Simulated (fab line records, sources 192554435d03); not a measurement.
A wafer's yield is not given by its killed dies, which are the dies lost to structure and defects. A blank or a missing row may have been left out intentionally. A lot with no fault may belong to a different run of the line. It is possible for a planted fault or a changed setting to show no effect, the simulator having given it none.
Which tool was responsible? / flow n5Finfet / 24 lots, 72 wafers sampled, at 4 steps of a route of 1938

== WHAT THE GAUGES READ, wafer by wafer ==
N5_BEOL_M13_INSPECT_30: inspects for defects (macro). Usual: rawDefectCount reads 2.0 (standard deviation 1.6).
lot=L074; measured=day 12 06:11; on=defectInspect-01; rawDefectCount=0 0 1; flag=
lot=L075; measured=day 12 23:57; on=defectInspect-02; rawDefectCount=3 2 0; flag=
lot=L078; measured=day 13 06:28; on=defectInspect-02; rawDefectCount=1 3 5; flag=
lot=L076; measured=day 13 08:10; on=defectInspect-01; rawDefectCount=0 3 3; flag=
lot=L077; measured=day 13 12:31; on=defectInspect-01; rawDefectCount=1 2 1; flag=
lot=L079; measured=day 13 21:35; on=defectInspect-02; rawDefectCount=3 0 4; flag=
lot=L083; measured=day 14 05:50; on=defectInspect-02; rawDefectCount=4 5 1; flag=
lot=L082; measured=day 14 10:05; on=defectInspect-01; rawDefectCount=3 3 1; flag=
lot=L080; measured=day 14 17:29; on=defectInspect-02; rawDefectCount=2 2 2; flag=
lot=L084; measured=day 15 05:47; on=defectInspect-02; rawDefectCount=0 1 2; flag=
lot=L081; measured=day 15 06:07; on=defectInspect-01; rawDefectCount=7 1 2; flag=
lot=L085; measured=day 15 12:38; on=defectInspect-02; rawDefectCount=5 0 0; flag=
lot=L088; measured=day 15 22:37; on=defectInspect-01; rawDefectCount=4 2 5; flag=
lot=L087; measured=day 16 05:17; on=defectInspect-02; rawDefectCount=1 5 1; flag=
lot=L089; measured=day 16 12:04; on=defectInspect-02; rawDefectCount=2 0 1; flag=
lot=L086; measured=day 16 14:20; on=defectInspect-01; rawDefectCount=3 3 2; flag=
lot=L091; measured=day 16 14:46; on=defectInspect-02; rawDefectCount=6 0 5; flag=
lot=L093; measured=day 17 13:53; on=defectInspect-01; rawDefectCount=1 2 2; flag=
lot=L092; measured=day 17 15:13; on=defectInspect-02; rawDefectCount=5 1 3; flag=
lot=L094; measured=day 18 11:00; on=defectInspect-01; rawDefectCount=3 3 1; flag=
lot=L090; measured=day 18 16:54; on=defectInspect-02; rawDefectCount=1 3 2; flag=
lot=L096; measured=day 18 18:19; on=defectInspect-01; rawDefectCount=1 2 1; flag=
lot=L097; measured=day 18 21:10; on=defectInspect-01; rawDefectCount=0 2 5; flag=
lot=L095; measured=day 19 18:31; on=defectInspect-02; rawDefectCount=5 4 1; flag=

N5_BEOL_M13_OCD_MEAS_35. Usual: trenchDepthNm reads 412 nm (standard deviation 6).
lot=L074; measured=day 12 06:50; on=ocd-01; trenchDepthNm (nm)=409 414 423; flag=
lot=L075; measured=day 13 00:34; on=ocd-01; trenchDepthNm (nm)=407 418 422; flag=
lot=L078; measured=day 13 07:04; on=ocd-01; trenchDepthNm (nm)=428 411 413; flag=
lot=L076; measured=day 13 08:50; on=ocd-02; trenchDepthNm (nm)=420 418 422; flag=
lot=L077; measured=day 13 13:07; on=ocd-02; trenchDepthNm (nm)=423 410 407; flag=
lot=L079; measured=day 13 22:13; on=ocd-01; trenchDepthNm (nm)=411 409 414; flag=
lot=L083; measured=day 14 06:27; on=ocd-01; trenchDepthNm (nm)=415 408 410; flag=
lot=L082; measured=day 14 10:41; on=ocd-02; trenchDepthNm (nm)=402 409 404; flag=
lot=L080; measured=day 14 18:07; on=ocd-02; trenchDepthNm (nm)=417 411 417; flag=
lot=L084; measured=day 15 06:31; on=ocd-01; trenchDepthNm (nm)=420 407 402; flag=
lot=L081; measured=day 15 06:59; on=ocd-02; trenchDepthNm (nm)=409 405 417; flag=
lot=L085; measured=day 15 13:15; on=ocd-02; trenchDepthNm (nm)=414 415 414; flag=
lot=L088; measured=day 15 23:31; on=ocd-01; trenchDepthNm (nm)=414 405 416; flag=
lot=L087; measured=day 16 05:54; on=ocd-01; trenchDepthNm (nm)=422 408 409; flag=
lot=L089; measured=day 16 12:47; on=ocd-02; trenchDepthNm (nm)=413 403 406; flag=
lot=L086; measured=day 16 14:57; on=ocd-02; trenchDepthNm (nm)=408 407 420; flag=
lot=L091; measured=day 16 15:23; on=ocd-01; trenchDepthNm (nm)=406 418 412; flag=
lot=L093; measured=day 17 14:29; on=ocd-02; trenchDepthNm (nm)=411 415 402; flag=
lot=L092; measured=day 17 15:49; on=ocd-01; trenchDepthNm (nm)=408 405 411; flag=
lot=L094; measured=day 18 11:37; on=ocd-01; trenchDepthNm (nm)=409 417 416; flag=
lot=L090; measured=day 18 17:31; on=ocd-01; trenchDepthNm (nm)=417 419 421; flag=
lot=L096; measured=day 18 18:56; on=ocd-02; trenchDepthNm (nm)=412 404 406; flag=
lot=L097; measured=day 18 21:46; on=ocd-02; trenchDepthNm (nm)=407 403 413; flag=
lot=L095; measured=day 19 19:08; on=ocd-01; trenchDepthNm (nm)=425 411 411; flag=

== WHAT TOOL EACH LOT RAN ON (gives the tool, then ch and the chambers of the sampled wafers, and finally the start) ==
lot=L074; N5_BEOL_M12_PRE_CLEAN_42=pvdSputter-02, day 12 03:29; N5_BEOL_M13_ETCH_68=rieDiel-02 ch 1,2,3, day 12 06:26
lot=L075; N5_BEOL_M12_PRE_CLEAN_42=pvdSputter-01, day 12 19:48; N5_BEOL_M13_ETCH_68=rieDiel-02 ch 0,1,3, day 13 00:10
lot=L078; N5_BEOL_M12_PRE_CLEAN_42=pvdSputter-03, day 13 03:26; N5_BEOL_M13_ETCH_68=rieDiel-02 ch 1,3, day 13 06:41
lot=L076; N5_BEOL_M12_PRE_CLEAN_42=pvdSputter-01, day 13 04:49; N5_BEOL_M13_ETCH_68=rieDiel-02 ch 0,1, day 13 08:26
lot=L077; N5_BEOL_M12_PRE_CLEAN_42=pvdSputter-03, day 13 09:10; N5_BEOL_M13_ETCH_68=rieDiel-02 ch 1,2, day 13 12:44
lot=L079; N5_BEOL_M12_PRE_CLEAN_42=pvdSputter-03, day 13 18:50; N5_BEOL_M13_ETCH_68=rieDiel-06 ch 1,2,3, day 13 21:49
lot=L083; N5_BEOL_M12_PRE_CLEAN_42=pvdSputter-01, day 14 02:43; N5_BEOL_M13_ETCH_68=rieDiel-03 ch 1,2,3, day 14 06:04
lot=L082; N5_BEOL_M12_PRE_CLEAN_42=pvdSputter-02, day 14 06:48; N5_BEOL_M13_ETCH_68=rieDiel-03 ch 2,3, day 14 10:17
lot=L080; N5_BEOL_M12_PRE_CLEAN_42=pvdSputter-03, day 14 14:28; N5_BEOL_M13_ETCH_68=rieDiel-06 ch 0,3, day 14 17:43
lot=L084; N5_BEOL_M12_PRE_CLEAN_42=pvdSputter-02, day 15 02:23; N5_BEOL_M13_ETCH_68=rieDiel-02 ch 1,3, day 15 06:07
lot=L081; N5_BEOL_M12_PRE_CLEAN_42=pvdSputter-03, day 15 02:52; N5_BEOL_M13_ETCH_68=rieDiel-03 ch 0,1,2, day 15 06:35
lot=L085; N5_BEOL_M12_PRE_CLEAN_42=pvdSputter-03, day 15 09:48; N5_BEOL_M13_ETCH_68=rieDiel-06 ch 0,3, day 15 12:51
lot=L088; N5_BEOL_M12_PRE_CLEAN_42=pvdSputter-02, day 15 19:32; N5_BEOL_M13_ETCH_68=rieDiel-03 ch 1,2, day 15 23:07
lot=L087; N5_BEOL_M12_PRE_CLEAN_42=pvdSputter-01, day 16 02:28; N5_BEOL_M13_ETCH_68=rieDiel-02 ch 1,2, day 16 05:30
lot=L089; N5_BEOL_M12_PRE_CLEAN_42=pvdSputter-03, day 16 09:05; N5_BEOL_M13_ETCH_68=rieDiel-06 ch 0,2, day 16 12:24
lot=L086; N5_BEOL_M12_PRE_CLEAN_42=pvdSputter-02, day 16 11:31; N5_BEOL_M13_ETCH_68=rieDiel-06 ch 0,2, day 16 14:33
lot=L091; N5_BEOL_M12_PRE_CLEAN_42=pvdSputter-01, day 16 11:44; N5_BEOL_M13_ETCH_68=rieDiel-03 ch 1,2, day 16 14:59
lot=L093; N5_BEOL_M12_PRE_CLEAN_42=pvdSputter-03, day 17 10:32; N5_BEOL_M13_ETCH_68=rieDiel-06 ch 0,1,2, day 17 14:05
lot=L092; N5_BEOL_M12_PRE_CLEAN_42=pvdSputter-03, day 17 12:16; N5_BEOL_M13_ETCH_68=rieDiel-06 ch 1,2, day 17 15:26
lot=L094; N5_BEOL_M12_PRE_CLEAN_42=pvdSputter-02, day 18 08:19; N5_BEOL_M13_ETCH_68=rieDiel-06 ch 0,1,3, day 18 11:13
lot=L090; N5_BEOL_M12_PRE_CLEAN_42=pvdSputter-03, day 18 13:41; N5_BEOL_M13_ETCH_68=rieDiel-02 ch 1,3, day 18 17:07
lot=L096; N5_BEOL_M12_PRE_CLEAN_42=pvdSputter-03, day 18 15:16; N5_BEOL_M13_ETCH_68=rieDiel-03 ch 0,2,3, day 18 18:32
lot=L097; N5_BEOL_M12_PRE_CLEAN_42=pvdSputter-03, day 18 18:24; N5_BEOL_M13_ETCH_68=rieDiel-03 ch 0,1,2, day 18 21:22
lot=L095; N5_BEOL_M12_PRE_CLEAN_42=pvdSputter-02, day 19 15:34; N5_BEOL_M13_ETCH_68=rieDiel-02 ch 0,2, day 19 18:44
- N5_BEOL_M12_PRE_CLEAN_42: time 30 s.
- N5_BEOL_M13_ETCH_68: etches SOC in N2/H2, time 355 s.

== AS READ BY THE TOOLS THEMSELVES (means over the sampled wafers that have a number; for cases with no such wafer, the mark the record gives instead) ==
N5_BEOL_M12_PRE_CLEAN_42. Usual: heaterPowerW reads 329 W (standard deviation 22).
lot=L074; tool=pvdSputter-02; heaterPowerW (W)=332; flag=
lot=L075; tool=pvdSputter-01; heaterPowerW (W)=339; flag=
lot=L078; tool=pvdSputter-03; heaterPowerW (W)=329; flag=
lot=L076; tool=pvdSputter-01; heaterPowerW (W)=329; flag=
lot=L077; tool=pvdSputter-03; heaterPowerW (W)=337; flag=
lot=L079; tool=pvdSputter-03; heaterPowerW (W)=332; flag=
lot=L083; tool=pvdSputter-01; heaterPowerW (W)=346; flag=
lot=L082; tool=pvdSputter-02; heaterPowerW (W)=328; flag=
lot=L080; tool=pvdSputter-03; heaterPowerW (W)=343; flag=
lot=L084; tool=pvdSputter-02; heaterPowerW (W)=311; flag=
lot=L081; tool=pvdSputter-03; heaterPowerW (W)=323; flag=
lot=L085; tool=pvdSputter-03; heaterPowerW (W)=320; flag=
lot=L088; tool=pvdSputter-02; heaterPowerW (W)=302; flag=
lot=L087; tool=pvdSputter-01; heaterPowerW (W)=337; flag=
lot=L089; tool=pvdSputter-03; heaterPowerW (W)=315; flag=
lot=L086; tool=pvdSputter-02; heaterPowerW (W)=298; flag=
lot=L091; tool=pvdSputter-01; heaterPowerW (W)=333; flag=
lot=L093; tool=pvdSputter-03; heaterPowerW (W)=346; flag=
lot=L092; tool=pvdSputter-03; heaterPowerW (W)=331; flag=
lot=L094; tool=pvdSputter-02; heaterPowerW (W)=311; flag=
lot=L090; tool=pvdSputter-03; heaterPowerW (W)=340; flag=
lot=L096; tool=pvdSputter-03; heaterPowerW (W)=326; flag=
lot=L097; tool=pvdSputter-03; heaterPowerW (W)=347; flag=
lot=L095; tool=pvdSputter-02; heaterPowerW (W)=325; flag=

N5_BEOL_M13_ETCH_68. Usual: drypumpMotorCurrentA 5.6 A, standard deviation 0.35; oesProductAu 0.79 a.u., standard deviation 0.07; rfVppV 523.3 V, standard deviation 2.6; showerheadPlenumPTorr 2.52 Torr, standard deviation 0.091; throttleValvePct 17.74 %, standard deviation 0.23.
lot=L074; tool=rieDiel-02; drypumpMotorCurrentA (A)=5.6; oesProductAu (a.u.)=0.76; rfVppV (V)=523.6; showerheadPlenumPTorr (Torr)=2.52; throttleValvePct (%)=17.71; flag=
lot=L075; tool=rieDiel-02; drypumpMotorCurrentA (A)=5.5; oesProductAu (a.u.)=0.77; rfVppV (V)=522.7; showerheadPlenumPTorr (Torr)=2.51; throttleValvePct (%)=17.74; flag=
lot=L078; tool=rieDiel-02; drypumpMotorCurrentA (A)=5.6; oesProductAu (a.u.)=0.75; rfVppV (V)=523.0; showerheadPlenumPTorr (Torr)=2.49; throttleValvePct (%)=17.76; flag=
lot=L076; tool=rieDiel-02; drypumpMotorCurrentA (A)=5.5; oesProductAu (a.u.)=0.80; rfVppV (V)=524.9; showerheadPlenumPTorr (Torr)=2.59; throttleValvePct (%)=17.63; flag=
lot=L077; tool=rieDiel-02; drypumpMotorCurrentA (A)=5.5; oesProductAu (a.u.)=0.74; rfVppV (V)=524.2; showerheadPlenumPTorr (Torr)=2.55; throttleValvePct (%)=17.71; flag=
lot=L079; tool=rieDiel-06; drypumpMotorCurrentA (A)=5.7; oesProductAu (a.u.)=0.75; rfVppV (V)=521.3; showerheadPlenumPTorr (Torr)=2.47; throttleValvePct (%)=17.81; flag=
lot=L083; tool=rieDiel-03; drypumpMotorCurrentA (A)=5.6; oesProductAu (a.u.)=0.80; rfVppV (V)=525.1; showerheadPlenumPTorr (Torr)=2.58; throttleValvePct (%)=17.76; flag=
lot=L082; tool=rieDiel-03; drypumpMotorCurrentA (A)=5.2; oesProductAu (a.u.)=0.85; rfVppV (V)=526.2; showerheadPlenumPTorr (Torr)=2.60; throttleValvePct (%)=17.66; flag=
lot=L080; tool=rieDiel-06; drypumpMotorCurrentA (A)=5.6; oesProductAu (a.u.)=0.80; rfVppV (V)=521.2; showerheadPlenumPTorr (Torr)=2.49; throttleValvePct (%)=17.65; flag=
lot=L084; tool=rieDiel-02; drypumpMotorCurrentA (A)=5.6; oesProductAu (a.u.)=0.73; rfVppV (V)=521.9; showerheadPlenumPTorr (Torr)=2.48; throttleValvePct (%)=17.79; flag=
lot=L081; tool=rieDiel-03; drypumpMotorCurrentA (A)=6.0; oesProductAu (a.u.)=0.82; rfVppV (V)=524.1; showerheadPlenumPTorr (Torr)=2.57; throttleValvePct (%)=17.72; flag=
lot=L085; tool=rieDiel-06; drypumpMotorCurrentA (A)=5.6; oesProductAu (a.u.)=0.80; rfVppV (V)=522.5; showerheadPlenumPTorr (Torr)=2.48; throttleValvePct (%)=17.66; flag=
lot=L088; tool=rieDiel-03; drypumpMotorCurrentA (A)=6.1; oesProductAu (a.u.)=0.78; rfVppV (V)=523.8; showerheadPlenumPTorr (Torr)=2.54; throttleValvePct (%)=17.64; flag=
lot=L087; tool=rieDiel-02; drypumpMotorCurrentA (A)=5.5; oesProductAu (a.u.)=0.73; rfVppV (V)=524.6; showerheadPlenumPTorr (Torr)=2.54; throttleValvePct (%)=17.75; flag=
lot=L089; tool=rieDiel-06; drypumpMotorCurrentA (A)=5.8; oesProductAu (a.u.)=0.78; rfVppV (V)=518.8; showerheadPlenumPTorr (Torr)=2.39; throttleValvePct (%)=17.78; flag=
lot=L086; tool=rieDiel-06; drypumpMotorCurrentA (A)=5.8; oesProductAu (a.u.)=0.78; rfVppV (V)=519.8; showerheadPlenumPTorr (Torr)=2.39; throttleValvePct (%)=17.78; flag=
lot=L091; tool=rieDiel-03; drypumpMotorCurrentA (A)=5.8; oesProductAu (a.u.)=0.84; rfVppV (V)=524.2; showerheadPlenumPTorr (Torr)=2.56; throttleValvePct (%)=17.52; flag=
lot=L093; tool=rieDiel-06; drypumpMotorCurrentA (A)=5.6; oesProductAu (a.u.)=0.78; rfVppV (V)=521.9; showerheadPlenumPTorr (Torr)=2.44; throttleValvePct (%)=17.71; flag=
lot=L092; tool=rieDiel-06; drypumpMotorCurrentA (A)=5.6; oesProductAu (a.u.)=0.76; rfVppV (V)=522.3; showerheadPlenumPTorr (Torr)=2.47; throttleValvePct (%)=17.76; flag=
lot=L094; tool=rieDiel-06; drypumpMotorCurrentA (A)=5.6; oesProductAu (a.u.)=0.85; rfVppV (V)=522.9; showerheadPlenumPTorr (Torr)=2.49; throttleValvePct (%)=17.59; flag=
lot=L090; tool=rieDiel-02; drypumpMotorCurrentA (A)=5.6; oesProductAu (a.u.)=0.86; rfVppV (V)=527.2; showerheadPlenumPTorr (Torr)=2.68; throttleValvePct (%)=17.54; flag=
lot=L096; tool=rieDiel-03; drypumpMotorCurrentA (A)=5.4; oesProductAu (a.u.)=0.79; rfVppV (V)=525.6; showerheadPlenumPTorr (Torr)=2.60; throttleValvePct (%)=17.92; flag=
lot=L097; tool=rieDiel-03; drypumpMotorCurrentA (A)=6.0; oesProductAu (a.u.)=0.79; rfVppV (V)=524.5; showerheadPlenumPTorr (Torr)=2.56; throttleValvePct (%)=17.75; flag=
lot=L095; tool=rieDiel-02; drypumpMotorCurrentA (A)=5.5; oesProductAu (a.u.)=0.83; rfVppV (V)=521.2; showerheadPlenumPTorr (Torr)=2.45; throttleValvePct (%)=17.78; flag=

== THE ANSWER, worked out from the rows above alone ==
Rule: take the mean of a lot's wafers that have a number; if it is more than 3 standard deviations from the usual mean, the lot is off. A lot without any number at a reading at which 4 lots or more have one is off too. Any other lot the step has rows for is counted as sound. First the gauges in route order, then the tools' own readings, where a lot's mean is used as printed above. The first step at which some lot is off is used, and at that step the reading that is off furthest; a lot without a number counts as furthest.
Nothing can be told from this: no lot is off at any reading shown.

== WHAT THE SIMULATOR HAD INSERTED ==
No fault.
